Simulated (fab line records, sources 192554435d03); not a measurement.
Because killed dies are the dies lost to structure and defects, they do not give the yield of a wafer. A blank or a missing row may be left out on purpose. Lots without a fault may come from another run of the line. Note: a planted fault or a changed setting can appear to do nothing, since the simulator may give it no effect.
Lot-split experiment | flow n5_finfet | 39 wafers read from 7 lots, route of 1938 steps

## ABOUT THE SPLIT
At N5_BEOL_M4_CVD_47 (deposits Co from CCTBA/H2, target thk 3 nm, time 223.8 s), the setting target_thk_a was moved away from the recipe's 30 angstrom on 15 of the 39 wafers read, by -48.1% to +37.6%. The other wafers ran this setting at the recipe's value.

The reading is taken at the split's own step.

## THE READING
Co_of_BEOL_M4_CVD_47.thk_nm (the simulator's own value, which no gauge read), in nm, at N5_BEOL_M4_CVD_47 (deposits Co from CCTBA/H2, target thk 3 nm, time 223.8 s). No usual value for it is given in the file. Here, 24 wafers ran the recipe; their average is 3.0 nm with a standard deviation of 0.04 nm.

wafer  | tool, chamber at the split | target_thk_a as run, angstrom | against the recipe | Co_of_BEOL_M4_CVD_47.thk_nm, nm | against lot-mates on the recipe
L079.1 | cvd_co-01, 2,0,1           | 30                            | recipe             | 3                               | -
L079.3 | cvd_co-01, 2,0,1           | 30                            | recipe             | 3                               | -
L079.4 | cvd_co-01, 2,0,1           | 30                            | recipe             | 3                               | -
L079.2 | cvd_co-01, 1,2             | 24.52                         | -18.3%             | 2.4                             | -0.6
L079.5 | cvd_co-01, 1,2             | 24.52                         | -18.3%             | 2.4                             | -0.6
L079.6 | cvd_co-01, 0               | 24.52                         | -18.3%             | 2.6                             | -0.4
L078.1 | cvd_co-01, 2,0,2           | 30                            | recipe             | 3                               | -
L078.3 | cvd_co-01, 2,0,2           | 30                            | recipe             | 3                               | -
L078.6 | cvd_co-01, 2,0,2           | 30                            | recipe             | 3                               | -
L078.2 | cvd_co-01, 1,1,0           | 25.31                         | -15.6%             | 2.6                             | -0.4
L078.4 | cvd_co-01, 1,1,0           | 25.31                         | -15.6%             | 2.6                             | -0.4
L078.5 | cvd_co-01, 1,1,0           | 25.31                         | -15.6%             | 2.6                             | -0.4
L085.1 | cvd_co-02, 0,2,1,2,1,0     | 30                            | recipe             | 3                               | -
L085.2 | cvd_co-02, 0,2,1,2,1,0     | 30                            | recipe             | 3                               | -
L085.3 | cvd_co-02, 0,2,1,2,1,0     | 30                            | recipe             | 3                               | -
L085.4 | cvd_co-02, 0,2,1,2,1,0     | 30                            | recipe             | 3                               | -
L085.5 | cvd_co-02, 0,2,1,2,1,0     | 30                            | recipe             | 3                               | -
L085.6 | cvd_co-02, 0,2,1,2,1,0     | 30                            | recipe             | 3                               | -
L087.1 | cvd_co-02, 0,2,0           | 41.27                         | +37.6%             | 4.2                             | +1.1
L087.2 | cvd_co-02, 0,2,0           | 41.27                         | +37.6%             | 4.2                             | +1.1
L087.6 | cvd_co-02, 0,2,0           | 41.27                         | +37.6%             | 4.2                             | +1.1
L087.3 | cvd_co-02, 1               | 30                            | recipe             | 3.2                             | -
L087.4 | cvd_co-02, 2,1             | 30                            | recipe             | 3                               | -
L087.5 | cvd_co-02, 2,1             | 30                            | recipe             | 3                               | -
L088.1 | cvd_co-02, 1,2,1           | 30                            | recipe             | 3                               | -
L088.4 | cvd_co-02, 1,2,1           | 30                            | recipe             | 3                               | -
L088.5 | cvd_co-02, 1,2,1           | 30                            | recipe             | 3                               | -
L088.2 | cvd_co-02, 0,2             | 20.36                         | -32.1%             | 2                               | -1.0
L088.3 | cvd_co-02, 0,2             | 20.36                         | -32.1%             | 2                               | -1.0
L088.6 | cvd_co-02, 0               | 20.36                         | -32.1%             | 2.2                             | -0.8
L095.2 | cvd_co-01, 2,1,1           | 30                            | recipe             | 3                               | -
L095.3 | cvd_co-01, 2,1,1           | 30                            | recipe             | 3                               | -
L095.4 | cvd_co-01, 2,1,1           | 30                            | recipe             | 3                               | -
L097.1 | cvd_co-02, 0,0,2           | 15.58                         | -48.1%             | 1.6                             | -1.4
L097.3 | cvd_co-02, 0,0,2           | 15.58                         | -48.1%             | 1.6                             | -1.4
L097.4 | cvd_co-02, 0,0,2           | 15.58                         | -48.1%             | 1.6                             | -1.4
L097.2 | cvd_co-02, 2,2,0           | 30                            | recipe             | 3                               | -
L097.5 | cvd_co-02, 2,2,0           | 30                            | recipe             | 3                               | -
L097.6 | cvd_co-02, 2,2,0           | 30                            | recipe             | 3                               | -
Rows listing several chambers each stand for several wafers; the file does not say which wafer went through which chamber.

THE FIT
A straight line over all 39 wafers: Co_of_BEOL_M4_CVD_47.thk_nm changes by +0.03 nm for each +1% of target_thk_a; r = +1.00; the points scatter about the line by 0.055 nm.
The same after taking each lot's own level away (the mean of its wafers on the recipe; 39 wafers): +0.0294 nm for each +1%; r = +1.00; scatter 0.05 nm.
The reading moves by 1.4 nm for the largest change in target_thk_a, on that fit.
The lots' own levels span 3.00 to 3.07 nm, that is 1.7 times the standard deviation above.
Hence the lot-to-lot level has little effect on the slope; both slopes agree.
Check: -1.4 nm against its lot-mates is what the line predicts for one of the wafers moved furthest among these (-48.1%) when that wafer is left out of the fit. It came out at -1.4 nm against them.

## THESE WAFERS: OTHER SPLITS
Before the reading, these wafers also passed through other splits. Each is held against what the fit with the lots' levels taken away leaves over:
other split on the same wafers        | wafers away from the commonest value | r with Co_of_BEOL_M4_CVD_47.thk_nm (lot level and that fit taken away)
N5_FIN_SAQP_PECVD_06 time_s           | 15                                   | -0.07
N5_FIN_SAQP_SPACER1_ALD_24 ald_cycles | 15                                   | +0.12
N5_SD_EPI_P_EPI_21 time_s             | 12                                   | -0.15
N5_GATE_CUT_ALD_22 ald_cycles         | 15                                   | +0.06
N5_MOL_CONTACT_COAG_ALD_27 ald_cycles | 18                                   | +0.10

## FILE'S OWN FIT
Co_of_BEOL_M4_CVD_47.thk_nm changes by +0.0292 nm for each +1% of target_thk_a, r = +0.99.
